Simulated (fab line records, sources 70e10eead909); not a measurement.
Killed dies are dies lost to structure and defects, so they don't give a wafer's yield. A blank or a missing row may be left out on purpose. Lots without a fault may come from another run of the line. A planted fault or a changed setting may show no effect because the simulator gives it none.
Which tool did it? | flow nand_harc | 24 lots, 72 wafers sampled, at 4 steps of a route of 1159

WHAT THE GAUGES READ, wafer by wafer
NHARC_A_BONDPAD_THK_MEAS_30: measures by ellipsometry.
lot  | measured     | on            | thk_nm (nm)
L074 | day 17 18:42 | film_metro-01 | 200.2 201.5 201.7
L077 | day 18 00:34 | film_metro-01 | 198.4 200.4 197.8
L076 | day 18 01:46 | film_metro-02 | 200.3 201.9 200.1
L075 | day 18 02:59 | film_metro-01 | 198.4 200.9 197.4
L078 | day 18 06:26 | film_metro-02 | 199.2 201.7 200.7
L079 | day 18 21:43 | film_metro-01 | 200.3 199.6 198.8
L080 | day 19 00:52 | film_metro-01 | 199.3 199.2 199.4
L081 | day 19 09:24 | film_metro-02 | 200.1 201.6 198.6
L082 | day 19 18:40 | film_metro-01 | 200.9 198.8 201.6
L083 | day 20 00:09 | film_metro-02 | 198.7 197.9 199.7
L084 | day 20 00:55 | film_metro-02 | 202.9 201.9 200.9
L086 | day 20 18:03 | film_metro-01 | 200.8 199.5 200.4
L087 | day 20 19:04 | film_metro-01 | 199.8 200.5 199.2
L085 | day 21 11:11 | film_metro-01 | 200.1 200.4 202.3
L089 | day 21 23:31 | film_metro-01 | 200.0 197.7 199.3
L088 | day 22 02:38 | film_metro-01 | 198.5 199.9 200.8
L090 | day 22 14:13 | film_metro-01 | 200.6 201.0 201.1
L092 | day 22 15:41 | film_metro-01 | 200.6 199.8 201.8
L091 | day 22 15:57 | film_metro-01 | 202.9 200.9 202.2
L093 | day 22 20:48 | film_metro-02 | 199.0 201.4 198.8
L095 | day 23 05:19 | film_metro-01 | 200.5 200.6 200.5
L094 | day 23 08:31 | film_metro-02 | 200.6 200.3 199.1
L097 | day 23 09:56 | film_metro-01 | 199.8 201.1 199.4
L096 | day 23 21:43 | film_metro-01 | 201.1 200.1 203.3

WHICH TOOL RAN EACH LOT (tool, then ch and the chambers of the sampled wafers, then the start)
lot  | NHARC_A_CONTACT_ETCH_137             | NHARC_A_M1_DESCUM_14               | NHARC_A_M1_ETCH_28
L074 | har_cap_etch-02 ch 0,1, day 16 22:12 | rie_diel-02 ch 0,1,3, day 17 14:42 | rie_diel-11 ch 0,2,3, day 17 18:42 or earlier
L077 | har_cap_etch-03 ch 0,1, day 17 06:24 | rie_diel-11 ch 0,2,3, day 17 20:37 | rie_diel-11 ch 0,1,2, day 18 00:34 or earlier
L076 | har_cap_etch-03 ch 0,1, day 17 07:17 | rie_diel-11 ch 2,3, day 17 21:50   | rie_diel-03 ch 1,3, day 18 01:46 or earlier
L075 | har_cap_etch-01 ch 0,1, day 17 10:38 | rie_diel-02 ch 0,1,2, day 17 23:02 | rie_diel-11 ch 0,2,3, day 18 02:59 or earlier
L078 | har_cap_etch-03 ch 0,1, day 17 12:53 | rie_diel-03 ch 2,3, day 18 02:26   | rie_diel-02 ch 1,3, day 18 06:26 or earlier
L079 | har_cap_etch-03 ch 0, day 17 21:14   | rie_diel-11 ch 0,2, day 18 17:44   | rie_diel-03 ch 0,2,3, day 18 21:43 or earlier
L080 | har_cap_etch-01 ch 0,1, day 17 23:43 | rie_diel-11 ch 0,1,3, day 18 20:56 | rie_diel-11 ch 0,1,3, day 19 00:52 or earlier
L081 | har_cap_etch-03 ch 1, day 18 16:21   | rie_diel-02 ch 0,1,2, day 19 05:23 | rie_diel-03 ch 1,3, day 19 09:24 or earlier
L082 | har_cap_etch-01 ch 0,1, day 18 23:43 | rie_diel-11 ch 1,3, day 19 14:11   | rie_diel-11 ch 1,2, day 19 18:40 or earlier
L083 | har_cap_etch-03 ch 0,1, day 19 03:52 | rie_diel-02 ch 0,1, day 19 19:55   | rie_diel-11 ch 0,1,3, day 20 00:09 or earlier
L084 | har_cap_etch-02 ch 0,1, day 19 06:53 | rie_diel-03 ch 0,2, day 19 20:59   | rie_diel-02 ch 1,2,3, day 20 00:55 or earlier
L086 | har_cap_etch-01 ch 0,1, day 20 00:17 | rie_diel-03 ch 0,1,2, day 20 14:05 | rie_diel-11 ch 1,2,3, day 20 18:03 or earlier
L087 | har_cap_etch-03 ch 0,1, day 20 02:04 | rie_diel-03 ch 0,2, day 20 14:46   | rie_diel-11 ch 0,2, day 20 19:04 or earlier
L085 | har_cap_etch-01 ch 0,1, day 20 13:31 | rie_diel-02 ch 0,2, day 21 06:59   | rie_diel-11 ch 0,1,2, day 21 11:11 or earlier
L089 | har_cap_etch-02 ch 0,1, day 20 14:44 | rie_diel-02 ch 2,3, day 21 19:35   | rie_diel-03 ch 0,1,3, day 21 23:31 or earlier
L088 | har_cap_etch-03 ch 0,1, day 20 18:32 | rie_diel-02 ch 0,3, day 21 22:31   | rie_diel-03 ch 0,1,3, day 22 02:38 or earlier
L090 | har_cap_etch-03 ch 0,1, day 20 22:30 | rie_diel-02 ch 0,1,2, day 22 09:58 | rie_diel-02 ch 1,3, day 22 14:13 or earlier
L092 | har_cap_etch-02 ch 0,1, day 21 01:35 | rie_diel-03 ch 0,1,2, day 22 10:38 | rie_diel-02 ch 0,1,3, day 22 15:41 or earlier
L091 | har_cap_etch-01 ch 0,1, day 21 03:26 | rie_diel-03 ch 0,1, day 22 11:02   | rie_diel-11 ch 0,1,2, day 22 15:57 or earlier
L093 | har_cap_etch-02 ch 0,1, day 21 11:59 | rie_diel-02 ch 0,1,3, day 22 16:31 | rie_diel-02 ch 0,1,3, day 22 20:48 or earlier
L095 | har_cap_etch-02 ch 0,1, day 22 09:14 | rie_diel-11 ch 1,2, day 23 01:04   | rie_diel-11 ch 0,2,3, day 23 05:19 or earlier
L094 | har_cap_etch-02 ch 0,1, day 22 12:02 | rie_diel-03 ch 1,2, day 23 04:34   | rie_diel-11 ch 2,3, day 23 08:31 or earlier
L097 | har_cap_etch-03 ch 0,1, day 22 17:49 | rie_diel-11 ch 0,2,3, day 23 05:47 | rie_diel-03 ch 0,3, day 23 09:56 or earlier
L096 | har_cap_etch-03 ch 0,1, day 23 01:20 | rie_diel-02 ch 0,2,3, day 23 17:47 | rie_diel-03 ch 1,2,3, day 23 21:43 or earlier
- NHARC_A_CONTACT_ETCH_137: etches the open film in C4F8/O2/Ar, time 132 s, target depth 1287 nm.
- NHARC_A_M1_DESCUM_14: chemistry O2, time 3 s.
- NHARC_A_M1_ETCH_28: etches the open film in CF4/N2, target depth 30 nm, time 72.99 s.

WHAT THE TOOLS THEMSELVES READ (means of the sampled wafers that have a number; where no wafer has one, the mark that the record gives instead)
NHARC_A_M1_DESCUM_14.
lot  | tool        | drypump_motor_current_A (A) | o2_flow_sccm (sccm) | oes_product_au (a.u.) | rf_vpp_V (V) | showerhead_plenum_p_Torr (Torr) | throttle_valve_pct (%)
L074 | rie_diel-02 | 6.15                        | 200.0               | 1.003                 | 57.3         | 1.90                            | 11.312
L077 | rie_diel-11 | 6.02                        | 199.7               | 0.999                 | 58.0         | 1.96                            | 11.315
L076 | rie_diel-11 | 6.01                        | 199.9               | 0.998                 | 58.9         | 1.99                            | 11.314
L075 | rie_diel-02 | 5.77                        | 200.5               | 0.998                 | 58.3         | 1.95                            | 11.317
L078 | rie_diel-03 | 6.04                        | 200.3               | 0.997                 | 57.7         | 2.02                            | 11.311
L079 | rie_diel-11 | 5.96                        | 199.9               | 1.003                 | 57.2         | 1.97                            | 11.306
L080 | rie_diel-11 | 6.13                        | 199.9               | 1.003                 | 57.5         | 1.90                            | 11.311
L081 | rie_diel-02 | 5.79                        | 200.3               | 0.997                 | 57.6         | 1.95                            | 11.314
L082 | rie_diel-11 | 6.20                        | 199.8               | 1.006                 | 57.5         | 1.88                            | 11.311
L083 | rie_diel-02 | 5.99                        | 199.5               | 1.007                 | 57.1         | 1.95                            | 11.314
L084 | rie_diel-03 | 5.81                        | 199.7               | 0.999                 | 58.4         | 1.92                            | 11.303
L086 | rie_diel-03 | 5.95                        | 200.7               | 1.007                 | 58.3         | 1.93                            | 11.308
L087 | rie_diel-03 | 5.81                        | 199.8               | 0.997                 | 57.1         | 1.92                            | 11.317
L085 | rie_diel-02 | 5.67                        | 200.3               | 1.007                 | 58.6         | 1.92                            | 11.311
L089 | rie_diel-02 | 5.86                        | 199.7               | 0.998                 | 58.2         | 1.93                            | 11.306
L088 | rie_diel-02 | 6.32                        | 200.2               | 0.997                 | 57.0         | 1.86                            | 11.314
L090 | rie_diel-02 | 5.77                        | 200.3               | 0.994                 | 58.9         | 1.95                            | 11.308
L092 | rie_diel-03 | 5.95                        | 200.1               | 0.995                 | 57.7         | 1.93                            | 11.309
L091 | rie_diel-03 | 5.84                        | 200.2               | 0.995                 | 58.1         | 1.92                            | 11.306
L093 | rie_diel-02 | 6.15                        | 200.3               | 0.998                 | 57.8         | 1.90                            | 11.319
L095 | rie_diel-11 | 6.00                        | 200.3               | 0.995                 | 58.1         | 1.95                            | 11.305
L094 | rie_diel-03 | 6.06                        | 199.8               | 1.004                 | 58.1         | 1.95                            | 11.305
L097 | rie_diel-11 | 6.01                        | 200.2               | 0.996                 | 58.2         | 1.96                            | 11.320
L096 | rie_diel-02 | 5.96                        | 199.8               | 0.988                 | 57.3         | 1.90                            | 11.317

NHARC_A_M1_ETCH_28.
lot  | tool        | drypump_motor_current_A (A) | oes_product_au (a.u.) | rf_vpp_V (V) | showerhead_plenum_p_Torr (Torr) | throttle_valve_pct (%)
L074 | rie_diel-11 | 6.01                        | 1.004                 | 315.5        | 2.69                            | 19.797
L077 | rie_diel-11 | 6.06                        | 1.006                 | 314.0        | 2.62                            | 19.786
L076 | rie_diel-03 | 6.11                        | 1.003                 | 316.3        | 2.77                            | 19.805
L075 | rie_diel-11 | 6.02                        | 1.005                 | 315.3        | 2.69                            | 19.800
L078 | rie_diel-02 | 6.28                        | 1.007                 | 315.0        | 2.65                            | 19.790
L079 | rie_diel-03 | 5.94                        | 0.998                 | 315.5        | 2.70                            | 19.787
L080 | rie_diel-11 | 6.12                        | 1.007                 | 313.9        | 2.61                            | 19.802
L081 | rie_diel-03 | 6.12                        | 1.001                 | 315.1        | 2.72                            | 19.795
L082 | rie_diel-11 | 6.03                        | 1.000                 | 315.4        | 2.68                            | 19.795
L083 | rie_diel-11 | 6.10                        | 0.997                 | 314.4        | 2.61                            | 19.785
L084 | rie_diel-02 | 6.12                        | 1.005                 | 314.0        | 2.65                            | 19.786
L086 | rie_diel-11 | 6.06                        | 1.001                 | 314.9        | 2.66                            | 19.797
L087 | rie_diel-11 | 5.96                        | 1.000                 | 315.6        | 2.70                            | 19.787
L085 | rie_diel-11 | 6.08                        | 1.002                 | 314.2        | 2.62                            | 19.792
L089 | rie_diel-03 | 5.96                        | 0.995                 | 316.3        | 2.69                            | 19.790
L088 | rie_diel-03 | 5.97                        | 1.004                 | 315.6        | 2.69                            | 19.796
L090 | rie_diel-02 | 6.47                        | 1.003                 | 313.2        | 2.59                            | 19.799
L092 | rie_diel-02 | 6.17                        | 0.993                 | 314.3        | 2.61                            | 19.791
L091 | rie_diel-11 | 6.07                        | 0.997                 | 313.7        | 2.62                            | 19.796
L093 | rie_diel-02 | 6.15                        | 1.004                 | 314.0        | 2.61                            | 19.793
L095 | rie_diel-11 | 6.03                        | 0.996                 | 314.5        | 2.68                            | 19.788
L094 | rie_diel-11 | 5.95                        | 0.998                 | 316.8        | 2.73                            | 19.801
L097 | rie_diel-03 | 5.83                        | 1.001                 | 315.4        | 2.67                            | 19.788
L096 | rie_diel-03 | 6.08                        | 0.992                 | 315.3        | 2.72                            | 19.796

THE ANSWER, worked out from the rows above alone
Rule: what is usual is taken from the lots themselves. Put in order of their means at a reading, lots are off if they are a third of the lots or fewer, leave a main group of 4 or more, and stand apart from it by a gap of 3 or more times the standard deviation of the main group's means; of several such gaps the widest counts. A main group whose means are all the same, to the digits that the tables above print for the reading, isn't used. A lot without any number at a reading at which 4 lots or more have one is off too. The other lots that the step has rows for count as sound. The gauges are gone through in route order, then the tools' own readings, and for those a lot's mean is taken as printed above. The first step at which some lot is off is used, and at that step the reading that is off furthest; a lot without a number counts as furthest.
No lot is off at any reading shown: from this, nothing can be told.

WHAT THE SIMULATOR HAD PUT IN
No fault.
